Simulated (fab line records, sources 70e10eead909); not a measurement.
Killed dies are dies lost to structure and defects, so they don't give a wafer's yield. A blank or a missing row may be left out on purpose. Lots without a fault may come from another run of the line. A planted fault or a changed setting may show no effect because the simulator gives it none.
fab line records | flow nand_harc
record lots=5 wafers=15 last_day=24
route steps=1159 shown A_STAIRCASE@729 A_SGD_CUT@747
lots that met no fault: from a run of the same line without faults
start_h: hours from the record's first day to the start of the lot's first wafer shown | wait_h: hours since the lot's step before | " the same as in the row above | L1.1+2: a row that stands for several wafers | - no value, or no start given | * or withheld: withheld | < > ~ a bound
route shown NAME@n: a module of which the file shows steps, and the number in the route of the first | usual: mean/standard deviation of fault-free wafers | same: alike in all rows | chamber/n: place in a boat | sites: the reading at each site | _std_site: their standard deviation | _edge_site: outer sites' mean less inner sites' | radius_mm: how far each site lies from the wafer's centre | mask NAME#n: copy n | behind: the tool/chamber that last shaped the wafer | hold: why the lot was held/for how many hours/how that ended | device: the transistor (n, p or np) that didn't switch | end of line: the same wafers' tests at the end of the route | a step without rows: its recipe alone | killed: dies lost to structure and defects at the first sort, not the wafer's yield | map: a wafer's dies, x killed, . not, _ none there
set.NAME: the setting as run; set.NAME@STEP: as run at that earlier step | model.NAME: the simulator's own value behind a step, which no gauge read
lots at some steps of the route; a table a step, a row a wafer
services: from which hour (start_h, from the record's first day; less than 0 if before it) a tool's chamber was out of use, for how many hours, and why
## steps
# step NHARC_A_STAIRCASE_STRIP_446
# recipe power_w=1500 temp_c=250 chemistry=O2
# usual drypump_motor_current_A=5.7/0.59 heater_power_w=354/19
# columns lot.wafer tool chamber start_h wait_h drypump_motor_current_A heater_power_w rf_hours_counter_h
L076.1 plasma_asher-02 1 315.74 1.2 5.2 359 43
L076.4 " 0 " " 6.4 356 -
L076.3 " 1 " " 5.1 361 -
L082.2 plasma_asher-01 0 358.64 0.2 5.2 319 18
L082.3 " 0 " " 5.1 314 -
L082.5 " 1 " " 6.2 373 -
L088.4 plasma_asher-01 0 402.99 0.2 5.2 318 -
L088.6 " 1 " " 6.2 370 -
L088.5 " 0 " " 5.2 323 -
L096.3 plasma_asher-01 1 437.01 0.1 6.2 369 -
L096.4 " 0 " " 5.2 319 -
L096.5 " 0 " " 5.1 323 -
L097.1 plasma_asher-02 1 437.18 0.1 5.1 373 22
L097.4 " 1 " " 5.1 365 -
L097.5 " 0 " " 6.3 369 -
# step NHARC_A_STAIRCASE_STRIP_447
# recipe time_s=900 temp_c=130 chemistry=SPM
# columns lot.wafer tool chamber start_h wait_h
L076.4+3+1 wet_bench-07 5,7,0 316.05 0.2
L082.5+2+3 wet_bench-03 6,7,2 358.94 0.1
L088.6+5+4 wet_bench-09 1,4,6 403.20 0.1
L096.5+4+3 wet_bench-09 0,3,4 437.27 0.1
L097.1+5+4 wet_bench-07 0,3,4 437.49 0.3
# step NHARC_A_STAIRCASE_PRECLEAN_448
# recipe time_s=* temp_c=50 bath_age_min=0 chemistry=SC1
# usual sc1_h2o2_end_mol_l=0.3698/0.00067
# columns lot.wafer tool chamber start_h wait_h sc1_h2o2_end_mol_l
L076.4 wet_bench-07 5 - - 0.3699
L076.3 " 7 " " 0.3689
L076.1 " 0 " " 0.3700
L082.5 wet_bench-03 6 - - 0.3699
L082.2 " 7 " " 0.3691
L082.3 " 2 " " 0.3698
L088.6 wet_bench-09 1 - - 0.3697
L088.5 " 4 " " 0.3700
L088.4 " 6 " " 0.3711
L096.5 wet_bench-09 0 - - 0.3693
L096.4 " 3 " " 0.3698
L096.3 " 4 " " 0.3702
L097.1 wet_bench-07 0 - - 0.3702
L097.5 " 3 " " 0.3687
L097.4 " 4 " " 0.3683
# step NHARC_A_STAIRCASE_SRD_449
# columns lot.wafer tool chamber start_h wait_h
L076.4+3+1 wet_bench-07 5,7,0 - -
L082.5+2+3 wet_bench-03 6,7,2 - -
L088.6+5+4 wet_bench-09 1,4,6 - -
L096.5+4+3 wet_bench-09 0,3,4 - -
L097.1+5+4 wet_bench-07 0,3,4 - -
# step NHARC_A_STAIRCASE_CMP_450
# recipe target_thk_nm=200 material=SiO2
# usual motor_current_A=11.9/1
# columns lot.wafer tool chamber start_h wait_h motor_current_A
L076.1 cmp-01 0 316.49 - 11.9
L076.4 " 1 " " 10.4
L076.3 " 3 " " 12.4
L082.3 cmp-01 0 359.39 - 11.8
L082.2 " 1 " " 10.7
L082.5 " 0 " " 12.2
L088.4 cmp-02 1 403.70 - 13.5
L088.5 " 2 " " 11.1
L088.6 " 3 " " 11.0
L096.3 cmp-02 3 437.74 - 11.0
L096.4 " 1 " " 13.2
L096.5 " 3 " " 11.5
L097.1 cmp-02 1 437.93 - 12.8
L097.4 " 3 " " 11.5
L097.5 " 2 " " 11.3
# step NHARC_A_STAIRCASE_CMP_152
# usual motor_current_A=11.9/1
# columns lot.wafer tool chamber start_h wait_h motor_current_A
L076.1 cmp-01 0 316.56 0.1 11.9
L076.4 " 1 " " 11.2
L076.3 " 3 " " 12.7
L082.3 cmp-01 0 359.47 0.1 11.8
L082.2 " 1 " " 11.4
L082.5 " 0 " " 11.6
L088.4 cmp-02 1 403.77 0.1 13.5
L088.5 " 2 " " 10.9
L088.6 " 3 " " 11.5
L096.3 cmp-02 3 437.81 0.1 11.1
L096.4 " 1 " " 13.0
L096.5 " 3 " " 11.0
L097.1 cmp-02 1 438.00 0.1 12.6
L097.4 " 3 " " 11.6
L097.5 " 2 " " 11.1
# step NHARC_A_STAIRCASE_SRD_154
# columns lot.wafer tool chamber start_h wait_h
L076.4+1+3 wet_bench-03 1,2,3 316.85 0.0
L082.5+2+3 wet_bench-07 4,6,7 359.75 0.0
L088.6+5+4 wet_bench-07 3,4,6 404.04 0.0
L096.5+4+3 wet_bench-09 5,7,0 438.09 0.0
L097.5+4+1 wet_bench-07 6,7,0 438.29 0.0
# step NHARC_A_STAIRCASE_ETCH_403
# recipe target_depth_a=1082 chemistry=dHF material=SiO2
# columns lot.wafer tool chamber start_h wait_h
L076.4+1+3 wet_bench-03 1,2,3 316.88 0.0
L082.5+2+3 wet_bench-07 4,6,7 359.78 0.0
L088.6+5+4 wet_bench-07 3,4,6 404.06 0.0
L096.5+4+3 wet_bench-09 5,7,0 438.11 0.0
L097.5+4+1 wet_bench-07 6,7,0 438.32 0.0
# step NHARC_A_STAIRCASE_ETCHBACK_422
# recipe target_depth_a=400 over_etch_frac=0.3 time_s=74.286 ion_energy_ev=120 ch3f_flow_sccm=50 o2_flow_sccm=30 ar_flow_sccm=200 rf_w=500 bias_w=100 chemistry=CH3F/O2
# usual drypump_motor_current_A=5.8/0.44 oes_product_au=0.96/0.038 rf_vpp_V=244.1/1.6 showerhead_plenum_p_Torr=2.43/0.1 throttle_valve_pct=20.663/0.0093
# columns lot.wafer tool chamber start_h wait_h drypump_motor_current_A oes_product_au rf_hours_counter_h rf_vpp_V showerhead_plenum_p_Torr throttle_valve_pct
L076.1 rie_diel-03 2 317.04 0.1 5.7 0.94 29 245.5 2.53 20.669
L076.4 " 3 " " 5.2 0.93 29 243.3 2.36 20.663
L076.3 " 0 " " 5.7 0.91 25 244.4 2.48 20.688
L082.2 rie_diel-11 0 359.95 0.1 6.1 0.94 58 241.2 2.33 20.652
L082.3 " 2 " " 6.4 0.94 60 243.4 2.37 20.666
L082.5 " 0 " " 6.0 0.93 - 243.0 2.33 20.658
L088.4 rie_diel-02 1 404.20 0.1 5.4 1.00 31 240.9 2.28 20.669
L088.6 " 1 " " 5.4 1.01 - 240.7 2.28 20.643
L088.5 " 2 " " 6.4 1.01 - 246.9 2.65 20.654
L096.3 rie_diel-03 3 438.26 0.1 5.2 1.00 15 243.8 2.34 20.676
L096.4 " 0 " " 5.7 1.02 16 244.4 2.46 20.663
L096.5 " 0 " " 5.7 1.01 - 246.1 2.46 20.676
L097.1 rie_diel-03 2 438.49 0.2 5.7 1.01 14 244.4 2.52 20.651
L097.4 " 3 " " 5.2 1.00 15 243.3 2.34 20.663
L097.5 " 1 " " 5.3 1.00 - 241.5 2.35 20.658
# step NHARC_A_STAIRCASE_ETCH_423
# recipe target_depth_a=300 chemistry=dHF material=SiO2
# columns lot.wafer tool chamber start_h wait_h
L076.1+4+3 wet_bench-09 3,4,7 317.20 0.1
L082.3+5+2 wet_bench-09 0,1,3 360.13 0.1
L088.5+4+6 wet_bench-07 1,4,6 404.37 0.1
L096.3+5+4 wet_bench-09 6,0,1 438.42 0.1
L097.5+1+4 wet_bench-03 4,5,1 438.63 0.1
# step NHARC_A_STAIRCASE_ETCHBACK_157
# recipe target_depth_a=900 over_etch_frac=0.3 time_s=167.14 ion_energy_ev=120 ch3f_flow_sccm=50 o2_flow_sccm=30 ar_flow_sccm=200 rf_w=500 bias_w=100 chemistry=CH3F/O2
# usual drypump_motor_current_A=5.8/0.46 oes_product_au=0.97/0.035 rf_vpp_V=244.1/1.7 showerhead_plenum_p_Torr=2.43/0.1 throttle_valve_pct=20.662/0.0091
# columns lot.wafer tool chamber start_h wait_h drypump_motor_current_A oes_product_au rf_hours_counter_h rf_vpp_V showerhead_plenum_p_Torr throttle_valve_pct
L076.4 rie_diel-02 0 317.38 0.2 5.4 0.91 63 247.7 2.55 20.675
L076.3 " 2 " " 6.4 0.92 55 242.8 2.27 20.663
L076.1 " 3 " " 6.7 0.91 61 245.0 2.58 20.672
L082.2 rie_diel-11 1 360.32 0.1 5.6 0.96 61 244.2 2.52 20.656
L082.3 " 3 " " 5.9 0.96 57 243.4 2.40 20.670
L082.5 " 1 " " 5.7 0.97 - 246.4 2.52 20.676
L088.4 rie_diel-02 2 404.69 0.3 6.5 1.01 30 248.0 2.65 20.661
L088.5 " 3 " " 6.7 1.02 - 248.9 2.57 20.649
L088.6 " 0 " " 5.4 1.00 - 245.0 2.54 20.656
L096.3 rie_diel-11 3 438.62 0.2 6.0 0.92 24 244.3 2.39 20.666
L096.4 " 0 " " 6.1 0.91 24 243.5 2.32 20.658
L096.5 " 3 " " 6.0 0.91 - 243.8 2.39 20.653
L097.1 rie_diel-03 0 438.84 0.2 5.7 1.00 16 243.9 2.46 20.670
L097.4 " 1 " " 5.2 1.01 15 241.2 2.35 20.672
L097.5 " 3 " " 5.2 0.99 - 241.6 2.34 20.657
# step NHARC_A_STAIRCASE_STRIP_475
# recipe time_s=20 o2_flow_sccm=500 ar_flow_sccm=0 bias_w=0 chemistry=O2
# usual drypump_motor_current_A=5.8/0.45 oes_product_au=1.001/0.011 rf_vpp_V=57.7/0.89 showerhead_plenum_p_Torr=3.49/0.14 throttle_valve_pct=17.036/0.0089
# columns lot.wafer tool chamber start_h wait_h drypump_motor_current_A oes_product_au rf_hours_counter_h rf_vpp_V showerhead_plenum_p_Torr throttle_valve_pct
L076.4 rie_diel-02 1 - - 5.4 0.980 59 58.3 3.29 17.036
L076.3 " 2 " " 6.5 0.999 55 57.7 3.27 17.041
L076.1 " 3 " " 6.7 0.989 61 57.5 3.70 17.042
L082.2 rie_diel-11 1 - - 5.7 1.002 61 58.2 3.61 17.024
L082.3 " 2 " " 6.4 1.000 61 58.0 3.40 17.024
L082.5 " 1 " " 5.7 0.997 - 57.6 3.61 17.044
L088.4 rie_diel-02 1 - - 5.4 1.020 32 56.9 3.28 17.023
L088.6 " 2 " " 6.4 1.014 - 57.1 3.79 17.033
L088.5 " 3 " " 6.7 1.004 - 58.1 3.68 17.032
L096.4 rie_diel-11 3 - - 6.0 0.989 25 57.8 3.43 17.026
L096.3 " 0 " " 6.1 0.999 24 57.8 3.34 17.048
L096.5 " 2 " " 6.4 0.993 - 56.8 3.38 17.035
L097.1 rie_diel-03 0 - - 5.7 1.004 16 59.3 3.53 17.038
L097.4 " 1 " " 5.3 1.002 15 57.4 3.37 17.037
L097.5 " 0 " " 5.7 1.011 - 56.5 3.53 17.025
# step NHARC_A_STAIRCASE_DEP_471
# recipe target_thk_a=1000 temp_c=400 pressure_torr=6.5 rf_w=900 teos_flow_sccm=161.4 flow_sccm=2650 target_thk_nm=100 gas=O2 material=SiO2
# usual heater_power_w=562/140 throttle_valve_pct=15.7/0.56
# columns lot.wafer tool chamber start_h wait_h heater_power_w throttle_valve_pct
L076.3 pecvd-01 2 317.69 - 369 15.8
L076.1 " 0 " " 558 15.8
L076.4 " 1 " " 478 15.1
L082.3 pecvd-04 1 360.60 - 813 15.6
L082.2 " 2 " " 486 15.6
L082.5 " 2 " " 492 15.8
L088.5 pecvd-04 0 405.05 - 690 15.0
L088.6 " 1 " " 625 15.4
L088.4 " 2 " " 591 15.6
L096.3 pecvd-02 2 438.95 - 485 16.0
L096.5 " 0 " " 685 16.7
L096.4 " 2 " " 502 15.8
L097.1 pecvd-04 1 439.16 - 748 15.5
L097.4 " 2 " " 451 15.6
L097.5 " 0 " " 594 14.7
# step NHARC_A_STAIRCASE_CMP_472
# recipe material=SiO2
# usual motor_current_A=11.9/1
# columns lot.wafer tool chamber start_h wait_h motor_current_A
L076.3 cmp-01 0 317.94 0.2 11.2
L076.1 " 1 " " 10.4
L076.4 " 3 " " 13.0
L082.3 cmp-02 3 360.90 0.3 11.4
L082.2 " 1 " " 13.2
L082.5 " 3 " " 11.3
L088.4 cmp-01 1 405.29 0.2 11.1
L088.6 " 3 " " 12.6
L088.5 " 0 " " 12.5
L096.4 cmp-02 1 439.22 0.2 12.9
L096.3 " 2 " " 11.8
L096.5 " 3 " " 11.1
L097.1 cmp-01 0 439.40 0.2 12.1
L097.4 " 1 " " 10.6
L097.5 " 3 " " 12.5
# step NHARC_A_STAIRCASE_SRD_474
# columns lot.wafer tool chamber start_h wait_h
L076.4+1+3 wet_bench-07 5,0,1 318.20 0.0
L082.3+5+2 wet_bench-09 1,3,4 361.13 0.0
L088.4+6+5 wet_bench-07 0,4,5 405.51 0.0
L096.3+5+4 wet_bench-09 4,6,7 439.44 0.0
L097.4+1+5 wet_bench-09 1,4,6 439.63 0.0
# step NHARC_A_STAIRCASE_INSPECT_155
# usual raw_defect_count=373/130
# columns lot.wafer tool chamber start_h wait_h raw_defect_count
L076.1 defect_inspect-01 - 318.28 0.1 274
L076.3 " - " " 403
L076.4 " - " " 490
L082.2 defect_inspect-02 - 361.21 0.1 217
L082.3 " - " " 251
L082.5 " - " " 264
L088.4 defect_inspect-02 - 405.59 0.1 328
L088.5 " - " " 411
L088.6 " - " " 332
L096.3 defect_inspect-02 - 439.51 0.1 350
L096.4 " - " " 242
L096.5 " - " " 259
L097.1 defect_inspect-01 - 439.71 0.1 223
L097.4 " - " " 257
L097.5 " - " " 501
# step NHARC_A_SGD_CUT_DEP_00
# recipe target_thk_a=500 temp_c=400 target_thk_nm=50 flow_sccm=200 rf_w=450 material=SiNx
# usual heater_power_w=731/120
# columns lot.wafer tool chamber start_h wait_h heater_power_w
L076.3 pecvd-01 0 318.35 0.1 752
L076.1 " 1 " " 676
L076.4 " 0 " " 774
L082.2 pecvd-03 1 361.28 0.1 646
L082.3 " 2 " " 837
L082.5 " 0 " " 830
L088.5 pecvd-01 0 405.75 0.2 850
L088.4 " 1 " " 678
L088.6 " 2 " " 461
L096.3 pecvd-01 2 439.58 0.1 528
L096.4 " 2 " " 528
L096.5 " 1 " " 644
L097.1 pecvd-04 0 439.78 0.1 841
L097.4 " 0 " " 827
L097.5 " 2 " " 606
# step NHARC_A_SGD_CUT_DEHYDRATE_01
# recipe temp_c=150 time_s=120
# columns lot.wafer tool chamber start_h wait_h
L076.1+3+4 litho_track-01 0 318.62 0.2
L082.2+3+5 litho_track-04 0 361.55 0.2
L088.4+5+6 litho_track-01 0 405.96 0.2
L096.3+4+5 litho_track-06 0 439.85 0.2
L097.1+4+5 litho_track-04 0 440.06 0.2
# step NHARC_A_SGD_CUT_HMDS_02
# recipe time_s=30
# columns lot.wafer tool chamber start_h wait_h
L076.1+3+4 litho_track-01 0 - -
L082.2+3+5 litho_track-04 0 - -
L088.4+5+6 litho_track-01 0 - -
L096.3+4+5 litho_track-06 0 - -
L097.1+4+5 litho_track-04 0 - -
# step NHARC_A_SGD_CUT_COAT_56
# recipe temp_c=260 time_s=75
# columns lot.wafer tool chamber start_h wait_h
L076.1+3+4 litho_track-01 0 - -
L082.2+3+5 litho_track-04 0 - -
L088.4+5+6 litho_track-01 0 - -
L096.3+4+5 litho_track-06 0 - -
L097.1+4+5 litho_track-04 0 - -
# step NHARC_A_SGD_CUT_COAT_57
# recipe temp_c=225 time_s=65
# columns lot.wafer tool chamber start_h wait_h
L076.1+3+4 litho_track-01 0 - -
L082.2+3+5 litho_track-04 0 - -
L088.4+5+6 litho_track-01 0 - -
L096.3+4+5 litho_track-06 0 - -
L097.1+4+5 litho_track-04 0 - -
# step NHARC_A_SGD_CUT_COAT_03
# recipe spin_rpm=1500 resist_thk_nm=90
# columns lot.wafer tool chamber start_h wait_h
L076.1+3+4 litho_track-01 0 - -
L082.2+3+5 litho_track-04 0 - -
L088.4+5+6 litho_track-01 0 - -
L096.3+4+5 litho_track-06 0 - -
L097.1+4+5 litho_track-04 0 - -
# step NHARC_A_SGD_CUT_SOFTBAKE_04
# recipe temp_c=105 time_s=55
# columns lot.wafer tool chamber start_h wait_h
L076.1+3+4 litho_track-01 0 - -
L082.2+3+5 litho_track-04 0 - -
L088.4+5+6 litho_track-01 0 - -
L096.3+4+5 litho_track-06 0 - -
L097.1+4+5 litho_track-04 0 - -
# step NHARC_A_SGD_CUT_EBR_05
# columns lot.wafer tool chamber start_h wait_h
L076.1+3+4 litho_track-01 0 - -
L082.2+3+5 litho_track-04 0 - -
L088.4+5+6 litho_track-01 0 - -
L096.3+4+5 litho_track-06 0 - -
L097.1+4+5 litho_track-04 0 - -
# step NHARC_A_SGD_CUT_EXPOSE_06
# recipe na=1.35 dose_mj=85.59 mask_id=SGD
# same na=1.35
# columns lot.wafer tool chamber start_h wait_h mask
L076.1+3+4 arfi_scanner-01 0 318.93 - SGD#0
L082.2+3+5 arfi_scanner-01 0 361.74 - SGD#0
L088.4+5+6 arfi_scanner-02 0 406.38 - SGD#0
L096.3+4+5 arfi_scanner-01 0 440.17 - SGD#0
L097.1+4+5 arfi_scanner-02 0 440.37 - SGD#0
# step NHARC_A_SGD_CUT_PEB_07
# recipe peb_temp_c=100 peb_time_s=65
# columns lot.wafer tool chamber start_h wait_h
L076.1+3+4 litho_track-06 0 318.99 0.1
L082.2+3+5 litho_track-01 0 361.79 0.1
L088.4+5+6 litho_track-04 0 406.44 0.0
L096.3+4+5 litho_track-06 0 440.22 0.0
L097.1+4+5 litho_track-04 0 440.43 0.1
# step NHARC_A_SGD_CUT_DEVELOP_08
# recipe develop_time_s=35 dev_temp_c=23
# same develop_time_s=35
# columns lot.wafer tool chamber start_h wait_h
L076.1+3+4 litho_track-06 0 - -
L082.2+3+5 litho_track-01 0 - -
L088.4+5+6 litho_track-04 0 - -
L096.3+4+5 litho_track-06 0 - -
L097.1+4+5 litho_track-04 0 - -
# step NHARC_A_SGD_CUT_CD_MEAS_09
# recipe target_cd_nm=100 landing_energy_ev=500
# usual cd_nm=100.0/0.73
# columns lot.wafer tool chamber start_h wait_h cd_nm
L076.1 cd_sem-03 0 319.07 - 99.0
L076.3 " 0 " " 100.7
L076.4 " 0 " " 99.6
L082.2 cd_sem-01 0 361.87 - 100.9
L082.3 " 0 " " 100.1
L082.5 " 0 " " 99.9
L088.4 cd_sem-01 0 406.52 - 100.0
L088.5 " 0 " " 100.8
L088.6 " 0 " " 100.9
L096.3 cd_sem-03 0 440.31 - 99.6
L096.4 " 0 " " 101.3
L096.5 " 0 " " 99.1
L097.1 cd_sem-01 0 440.51 - 100.7
L097.4 " 0 " " 100.9
L097.5 " 0 " " 100.3
# step NHARC_A_SGD_CUT_OVL_MEAS_10
# usual overlay_x_nm=-0.3/0.86 overlay_y_nm=-0.1/0.76
# columns lot.wafer tool chamber start_h wait_h overlay_x_nm overlay_y_nm
L076.1 overlay-01 - 319.16 - -0.6 0.2
L076.3 " - " " -0.9 -0.4
L076.4 " - " " 0.2 -0.5
L082.2 overlay-01 - 361.96 - 1.1 -0.3
L082.3 " - " " 1.0 -0.3
L082.5 " - " " 0.7 -0.5
L088.4 overlay-02 - 406.62 - 0.0 -0.4
L088.5 " - " " 0.7 0.1
L088.6 " - " " 0.2 0.7
L096.3 overlay-02 - 440.39 - -0.5 0.4
L096.4 " - " " -1.3 0.0
L096.5 " - " " -0.9 0.6
L097.1 overlay-02 - 440.60 - -0.1 1.0
L097.4 " - " " -0.4 1.0
L097.5 " - " " -0.3 0.4
# step NHARC_A_SGD_CUT_INSPECT_11
# usual raw_defect_count=19/10
# columns lot.wafer tool chamber start_h wait_h raw_defect_count
L076.1 defect_inspect-02 - 319.19 0.0 21
L076.3 " - " " 20
L076.4 " - " " 21
L082.2 defect_inspect-01 - 362.00 0.0 30
L082.3 " - " " 21
L082.5 " - " " 17
L088.4 defect_inspect-02 - 406.65 0.0 25
L088.5 " - " " 39
L088.6 " - " " 36
L096.3 defect_inspect-01 - 440.43 0.0 25
L096.4 " - " " 19
L096.5 " - " " 14
L097.1 defect_inspect-02 - 440.63 0.0 6
L097.4 " - " " 13
L097.5 " - " " 12
# step NHARC_A_SGD_CUT_DESCUM_14
# recipe time_s=3 o2_flow_sccm=200 ar_flow_sccm=0 bias_power_w=0 chemistry=O2
# usual drypump_motor_current_A=5.8/0.35 oes_product_au=1.001/0.013 rf_vpp_V=57.7/0.92 showerhead_plenum_p_Torr=1.90/0.069 throttle_valve_pct=11.311/0.0098
# columns lot.wafer tool chamber start_h wait_h drypump_motor_current_A oes_product_au rf_hours_counter_h rf_vpp_V showerhead_plenum_p_Torr throttle_valve_pct
L076.4 rie_diel-06 3 319.26 0.1 5.5 1.013 5 57.8 1.96 11.317
L076.1 " 0 " " 6.2 1.025 6 56.9 2.03 11.286
L076.3 " 1 " " 6.5 1.017 5 57.1 1.87 11.326
L082.2 rie_diel-08 0 362.07 0.1 6.0 1.002 5 56.5 1.92 11.309
L082.3 " 1 " " 5.3 1.005 5 57.6 1.91 11.291
L082.5 " 3 " " 5.6 0.994 - 56.7 1.87 11.319
L088.4 rie_diel-08 2 406.74 0.1 6.1 0.990 10 56.4 1.80 11.314
L088.6 " 1 " " 5.4 1.000 - 58.8 1.90 11.324
L088.5 " 2 " " 6.0 1.008 - 57.0 1.80 11.300
L096.3 rie_diel-08 2 440.51 0.1 6.0 0.980 14 58.7 1.80 11.317
L096.4 " 3 " " 5.6 0.994 14 58.1 1.87 11.323
L096.5 " 0 " " 6.0 0.984 - 56.6 1.91 11.320
L097.4 rie_diel-06 0 440.71 0.1 6.3 0.989 1 58.5 2.02 11.301
L097.1 " 1 " " 6.5 1.019 1 56.5 1.87 11.298
L097.5 " 0 " " 6.3 0.997 - 56.2 2.02 11.313
# step NHARC_A_SGD_CUT_ETCH_58
# recipe target_depth_a=390 over_etch_frac=0.3 time_s=65 ion_energy_ev=80 cf4_flow_sccm=150 ar_flow_sccm=0 rf_w=300 bias_w=100 chemistry=CF4
# usual drypump_motor_current_A=5.8/0.36 oes_product_au=1.001/0.013 rf_vpp_V=151.1/1.2 showerhead_plenum_p_Torr=1.76/0.06 throttle_valve_pct=13.285/0.0093
# columns lot.wafer tool chamber start_h wait_h drypump_motor_current_A oes_product_au rf_hours_counter_h rf_vpp_V showerhead_plenum_p_Torr throttle_valve_pct
L076.1 rie_diel-06 3 319.34 0.1 5.5 1.014 5 152.2 1.81 13.294
L076.3 " 1 " " 6.4 1.008 5 151.1 1.73 13.285
L076.4 " 0 " " 6.2 1.022 - 152.5 1.86 13.295
L082.3 rie_diel-08 2 362.15 0.1 6.0 0.992 5 150.4 1.67 13.278
L082.2 " 3 " " 5.6 0.994 5 151.3 1.73 13.286
L082.5 " 1 " " 5.4 0.996 - 151.9 1.76 13.288
L088.4 rie_diel-08 0 406.83 0.1 6.0 1.000 10 151.6 1.77 13.293
L088.6 " 2 " " 6.1 0.996 - 150.6 1.67 13.275
L088.5 " 3 " " 5.5 1.004 - 150.0 1.73 13.311
L096.4 rie_diel-08 2 440.58 0.1 6.1 0.998 14 150.5 1.67 13.288
L096.3 " 1 " " 5.4 0.996 14 151.6 1.76 13.289
L096.5 " 3 " " 5.6 0.999 - 151.5 1.73 13.288
L097.1 rie_diel-06 3 440.80 0.1 5.5 1.007 1 153.4 1.80 13.272
L097.4 " 1 " " 6.5 1.016 1 151.5 1.73 13.287
L097.5 " 2 " " 5.6 0.991 - 150.3 1.71 13.290
# step NHARC_A_SGD_CUT_ETCH_59
# recipe target_depth_a=2600 over_etch_frac=0.25 time_s=406.25 ion_energy_ev=200 n2_flow_sccm=150 h2_flow_sccm=150 ar_flow_sccm=0 rf_w=400 bias_w=150 chemistry=N2/H2
# usual drypump_motor_current_A=5.8/0.35 oes_product_au=1.002/0.012 rf_vpp_V=430.0/2.3 showerhead_plenum_p_Torr=2.02/0.075 throttle_valve_pct=14.170/0.0082
# columns lot.wafer tool chamber start_h wait_h drypump_motor_current_A oes_product_au rf_hours_counter_h rf_vpp_V showerhead_plenum_p_Torr throttle_valve_pct
L076.3 rie_diel-06 0 - - 6.2 1.005 6 433.1 2.16 14.169
L076.1 " 3 " " 5.5 1.005 5 432.7 2.09 14.171
L076.4 " 1 " " 6.5 1.017 - 428.9 1.99 14.163
L082.2 rie_diel-08 2 - - 6.0 0.988 5 427.9 1.91 14.177
L082.3 " 0 " " 6.0 0.995 5 428.8 2.04 14.161
L082.5 " 1 " " 5.4 1.004 - 429.7 2.03 14.168
L088.4 rie_diel-08 3 - - 5.6 1.002 11 428.7 1.99 14.176
L088.5 " 3 " " 5.6 1.005 - 429.7 1.99 14.155
L088.6 " 0 " " 6.0 1.008 - 429.9 2.04 14.167
L096.4 rie_diel-08 3 - - 5.6 1.003 14 430.9 1.99 14.172
L096.3 " 0 " " 6.0 1.004 15 431.8 2.04 14.184
L096.5 " 1 " " 5.3 0.984 - 431.2 2.03 14.174
L097.4 rie_diel-06 2 - - 5.7 0.988 1 428.8 1.96 14.173
L097.1 " 3 " " 5.5 1.016 1 431.1 2.08 14.162
L097.5 " 1 " " 6.5 1.006 - 428.2 1.99 14.161
# step NHARC_A_SGD_CUT_ETCH_15
# recipe target_depth_a=750 time_s=64.3 ch3f_flow_sccm=50 o2_flow_sccm=30 ar_flow_sccm=200 rf_w=500 bias_w=100 chemistry=CH3F/O2
# usual drypump_motor_current_A=5.8/0.36 oes_product_au=0.964/0.022 rf_vpp_V=263.7/1.5 showerhead_plenum_p_Torr=2.44/0.086 throttle_valve_pct=20.663/0.0083
# columns lot.wafer tool chamber start_h wait_h drypump_motor_current_A oes_product_au rf_hours_counter_h rf_vpp_V showerhead_plenum_p_Torr throttle_valve_pct
L076.1 rie_diel-06 1 - - 6.5 0.987 5 264.5 2.41 20.656
L076.3 " 3 " " 5.5 0.972 6 262.9 2.51 20.669
L076.4 " 3 " " 5.5 0.979 - 265.8 2.51 20.677
L082.2 rie_diel-08 2 - - 6.0 0.925 5 263.4 2.32 20.666
L082.3 " 1 " " 5.4 0.931 5 264.1 2.45 20.675
L082.5 " 2 " " 6.0 0.926 - 260.7 2.32 20.654
L088.4 rie_diel-08 3 - - 5.6 0.977 11 263.4 2.41 20.666
L088.5 " 0 " " 6.0 0.979 - 262.8 2.46 20.664
L088.6 " 1 " " 5.4 0.959 - 263.2 2.45 20.666
L096.3 rie_diel-08 0 - - 6.0 0.948 15 264.5 2.46 20.662
L096.4 " 3 " " 5.6 0.961 14 261.8 2.40 20.673
L096.5 " 0 " " 6.0 0.943 - 263.8 2.46 20.662
L097.4 rie_diel-06 2 - - 5.7 0.969 1 262.9 2.37 20.671
L097.1 " 3 " " 5.5 0.989 1 264.2 2.51 20.657
L097.5 " 2 " " 5.6 0.968 - 261.8 2.37 20.664
# step NHARC_A_SGD_CUT_ETCH_16
# recipe target_depth_a=3105 time_s=155.2 c4f8_flow_sccm=withheld o2_flow_sccm=8 ar_flow_sccm=withheld rf_w=600 bias_w=800 chemistry=C4F8/O2/Ar
# usual oes_product_au=0.974/0.017 rf_vpp_V=722/3.7
# columns lot.wafer tool chamber start_h wait_h oes_product_au rf_hours_counter_h rf_vpp_V
L076.1 rie_diel-06 1 - - 0.991 5 721
L076.3 " 0 " " 1.002 6 728
L076.4 " 0 " " 1.007 - 727
L082.3 rie_diel-08 3 - - 0.950 6 722
L082.2 " 1 " " 0.940 5 724
L082.5 " 2 " " 0.951 - 717
L088.4 rie_diel-08 0 - - 0.981 10 725
L088.5 " 0 " " 0.989 - 723
L088.6 " 1 " " 0.970 - 723
L096.4 rie_diel-08 0 - - 0.969 15 724
L096.3 " 1 " " 0.949 15 722
L096.5 " 3 " " 0.967 - 722
L097.4 rie_diel-06 0 - - 0.948 1 730
L097.1 " 1 " " 0.980 1 721
L097.5 " 3 " " 0.988 - 725
# step NHARC_A_SGD_CUT_STRIP_60
# recipe c4f8_flow_sccm=withheld o2_flow_sccm=8 ar_flow_sccm=withheld bias_w=0 chemistry=C4F8/O2/Ar
# columns lot.wafer tool chamber start_h wait_h
L076.1+3+4 rie_diel-06 1,0,3 - -
L082.2+3+5 rie_diel-08 3,0,3 - -
L088.4+6+5 rie_diel-08 2,0,1 - -
L096.4+3+5 rie_diel-08 1,2,3 - -
L097.4+1+5 rie_diel-06 2,0,3 - -
## services
# columns tool chamber start_h hours kind
litho_track-06 - 292.00 7.0 pm
cmp-01 - 301.25 2.6 repair
rie_diel-08 - 301.80 9.0 pm
rie_diel-06 1 302.64 6.3 repair
rie_diel-02 2 304.28 2.5 repair
cmp-01 - 315.49 0.5 repair
rie_diel-08 1 315.84 3.2 repair
litho_track-04 - 316.00 7.0 pm
rie_diel-06 2 319.32 1.3 repair
rie_diel-02 - 319.51 0.7 repair
wet_bench-03 - 322.43 8.0 pm
cmp-02 - 324.72 4.0 pm
rie_diel-02 - 328.07 9.0 pm
cmp-01 - 334.28 0.8 repair
cmp-02 - 336.30 0.5 repair
cmp-02 - 361.13 5.1 repair
cmp-01 - 365.89 1.0 repair
rie_diel-11 - 366.63 9.0 pm
rie_diel-03 2 369.60 2.7 repair
cmp-01 - 376.33 4.0 pm
rie_diel-08 2 417.84 3.3 repair
rie_diel-06 - 418.22 9.0 pm
rie_diel-08 3 420.08 9.9 repair
cmp-02 - 422.72 4.0 pm
## key
fault none
